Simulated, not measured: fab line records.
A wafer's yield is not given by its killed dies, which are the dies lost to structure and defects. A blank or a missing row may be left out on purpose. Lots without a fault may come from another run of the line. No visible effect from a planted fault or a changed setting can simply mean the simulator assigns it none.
Problem report, 8D (eight disciplines) form, completed by code + flow n5Finfet + the parts of the form that need people (team, actions taken, sign-off) are left out

1. THE PROBLEM
A mean of 88.6 s is read at N5_BEOL_M10_VIA_ETCH_34 for runLengthS, taken on 1 wafer of 1 lot, against 92.5 s (standard deviation 0.33) on wafers free of any fault. That is -12 standard deviations from the usual mean.
The step: etches SiCOH lowk in C4F6/O2, target depth 184.5 nm, time 69.2 s.
First observed at day 15 11:44: wafer L634.1, on rieDiel-05. The record has a number at this step for 14 wafers belonging to 5 lots. Rule for "out", or "out of limits": more than 4 standard deviations from the usual mean. All remaining wafers that have a number are taken as sound.

2. WHAT IT IS; WHAT IT IS NOT
| question                    | is                | is not                                                                                            |
|-----------------------------|-------------------|---------------------------------------------------------------------------------------------------|
| which readings at this step | runLengthS        | O2_flow_sccm, drypumpMotorCurrentA, oesProductAu, rfVppV, showerheadPlenumPTorr, throttleValvePct |
| which lots                  | L634              | L615, L625, L635, L637                                                                            |
| which wafers of those lots  | L634.1            | L634.3, L634.5                                                                                    |
| read on which tools         | rieDiel-05        | rieDiel-01, rieDiel-02                                                                            |
| when                        | from day 15 11:44 | up to then (10 sound wafers); but 3 sound wafers of L637 came after                               |

3. THE SUSPECTS, EACH WITH WHAT RULES IT OUT
Counting: if a tool at a process step up to the reading ran every lot that is out, it stays a suspect. Sound lots after the first of them don't rule it out here, since some wafers of a struck lot are sound.
- rieDiel-05 at N5_BEOL_M10_DESCUM_33 (chemistry O2, time 7.9 s): kept. It processed L634, the lot that is out, at day 15 11:32, and its most recent sound lot before then was L625 at day 12 18:56.
- rieDiel-05 at N5_BEOL_M10_ETCH_65 (etches SiARC in CF4, target depth 39 nm, time 65 s): kept. It processed L634, the lot that is out, at day 15 11:34, and its most recent sound lot before then was L625 at day 12 18:59.
- rieDiel-05 at N5_BEOL_M10_ETCH_66 (etches SOC in N2/H2, target depth 120 nm, overetch 24 nm, time 180 s): kept. It processed L634, the lot that is out, at day 15 11:37, and its most recent sound lot before then was L625 at day 12 19:02.
- rieDiel-05 at N5_BEOL_M10_VIA_ETCH_34 (etches SiCOH lowk in C4F6/O2, target depth 184.5 nm, time 69.2 s): kept. It processed L634, the lot that is out, at day 15 11:44, and its most recent sound lot before then was L625 at day 12 19:09. Out on those wafers are its own readings of runLengthS.
Left after counting: rieDiel-05 at N5_BEOL_M10_DESCUM_33, rieDiel-05 at N5_BEOL_M10_ETCH_65, rieDiel-05 at N5_BEOL_M10_ETCH_66, rieDiel-05 at N5_BEOL_M10_VIA_ETCH_34.

4. THE CAUSE (what the simulator had put in)
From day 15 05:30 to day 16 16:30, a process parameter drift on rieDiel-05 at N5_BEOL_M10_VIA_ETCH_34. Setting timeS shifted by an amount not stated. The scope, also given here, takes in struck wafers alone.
Counting leaves 4 suspects; this tool is one of them.

5. SEQUENCE OF EFFECTS, ordered by route
Rows list readings where the struck wafers' mean (over those with a number) sits beyond 3 standard deviations from the usual. Only readings for which the record gives a usual standard deviation are gone through. hours: the time from each lot's start at the first step in this table that gives one to its start at this step, as a median over the lots. sigmas: the change in usual standard deviations.
| hours | step                    | reading    | usual  | on struck wafers | change | sigmas |
|-------|-------------------------|------------|--------|------------------|--------|--------|
| 0     | N5_BEOL_M10_VIA_ETCH_34 | runLengthS | 92.5 s | 88.6             | -3.9   | -12    |
It contains these process steps:
- N5_BEOL_M10_VIA_ETCH_34: etches SiCOH lowk in C4F6/O2, target depth 184.5 nm, time 69.2 s.

6. WHAT WOULD HAVE CAUGHT IT SOONER
The fault began at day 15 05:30; the first out-of-limits reading in this record came at day 15 11:44, 6 hours later.
